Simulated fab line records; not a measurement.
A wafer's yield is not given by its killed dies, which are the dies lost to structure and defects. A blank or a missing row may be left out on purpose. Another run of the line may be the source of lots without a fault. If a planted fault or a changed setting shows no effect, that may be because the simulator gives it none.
A struck lot beside a sound one + flow n5-finfet + 15 out of 1938 route steps
Sound: these wafers, L757.2, L757.3, L757.5. Struck: wafers L766.3, L766.6 (left out: L766.5, a lot-mate that was not struck); the cause follows at the end.
Each step with rows lists, per side, the tool, then ch with its chambers, then its first start. Under that, the readings that differ: sound wafers + struck wafers + difference of the means + sigmas: that difference in standard deviations of wafers without a fault.
alike: words and numbers the same on both sides, and readings whose means are apart by under 2 such deviations; not compared: readings that were withheld, readings missing a value for some wafer, numbers with overlapping values and no deviation given by the record, and bounds like >300 which may hide the same value.
The two part at a step that has a row with sigmas, a row that says differs or no value, or rows on one side only. When numbers do not overlap yet have no deviation, they are printed without sigmas and do not part them. Lack of a reading on every wafer of one side parts them only where that side has two or more wafers.

N5_BEOL_M6_TRENCH_ETCH_37: etches SiCOH lowk in C4F6/O2, target depth 94.435 nm, time 31.5 s.
  sound on rie-diel-04 ch 1,2; struck on rie-diel-02 ch 2
  alike: bias-w, drypump-motor-current-A, oes-product-au, rf-vpp-V, showerhead-plenum-p-Torr, throttle-valve-pct
  not compared: rf-hours-counter-h
N5_BEOL_M6_ETCH_41: etches SiCN in CH3F/O2, target depth 29.7 nm, time 52 s.
  sound on rie-diel-04 ch 1,2; struck on rie-diel-02 ch 2
  alike: bias-w, drypump-motor-current-A, oes-product-au, rf-vpp-V, showerhead-plenum-p-Torr, throttle-valve-pct
  not compared: rf-hours-counter-h
N5_BEOL_M6_STRIP_80: strips in N2/H2, time 10 s.
  sound on rie-diel-04 ch 1,2; struck on rie-diel-02 ch 2
  alike: drypump-motor-current-A, oes-product-au, rf-vpp-V, showerhead-plenum-p-Torr, throttle-valve-pct
  not compared: rf-hours-counter-h
N5_BEOL_M6_OCD_MEAS_38:
  struck on ocd-02, day 12 21:07; sound on ocd-02, day 10 10:45
  alike: trench-depth-nm
then, 4 steps without rows for these wafers: N5_BEOL_M6_HM_STRIP_39 (strips TiN in peroxide tin strip, target depth 25 nm, time 158 s); N5_BEOL_M6_SRD_40 (time 30 s); N5_BEOL_M6_PRECLEAN_42 (cleans in residue remover, time 60 s); N5_BEOL_M6_SRD_43 (time 30 s).
N5_BEOL_M6_CD_MEAS_35: target cd 40 nm, target cd y 28 nm.
  struck on cd-sem-01, day 12 21:17; sound on cd-sem-03, day 10 10:54
| reading    | sound          | struck    | difference | sigmas |
|------------|----------------|-----------|------------|--------|
| cd-nm (nm) | 40.2 40.5 40.9 | 39.1 38.9 | -1.5       | -2     |
N5_BEOL_M6_CURE_75: cures SiCOH lowk, time 120 s.
  sound on uv-cure-01 ch 2, day 10 11:10; struck on uv-cure-03 ch 0, day 12 21:28
  alike: lamp-power-pct, wafer_temp_C_max
then, 2 steps without rows for these wafers: N5_BEOL_M6_DEGAS_44 (time 60 s); N5_BEOL_M6_PRE_CLEAN_45 (time 30 s).
N5_BEOL_M6_ALD_77: deposits TaN, target thk 2 nm, pulse time 2 s, purge time 3 s.
  sound on ald-metal-01 ch 0,2,3, day 10 11:52; struck on ald-metal-04 ch 0, day 12 22:01
| reading            | sound       | struck  | difference | sigmas |
|--------------------|-------------|---------|------------|--------|
| ald-cycles         | 40 40 40    | 44 44   | +4         |        |
| heater-power-w (W) | 463 411 362 | 545 549 | +135       | +2     |
N5_BEOL_M6_SURFACE_TREAT_79:
  struck on pvd-sputter-02, day 12 22:20; sound on pvd-sputter-01, day 10 12:11
  alike: ar-flow-sccm
  not compared: pressure-mtorr, throttle-valve-pct
after that, 1 step had no rows for these wafers: N5_PASSIVATION_PROBE_49.

## WHERE THEY PART
First at N5_BEOL_M6_CD_MEAS_35; last, within this record, at N5_BEOL_M6_ALD_77. Later steps at which nothing parts them and some readings are alike: N5_BEOL_M6_SURFACE_TREAT_79.

WHY: what the simulator had put in
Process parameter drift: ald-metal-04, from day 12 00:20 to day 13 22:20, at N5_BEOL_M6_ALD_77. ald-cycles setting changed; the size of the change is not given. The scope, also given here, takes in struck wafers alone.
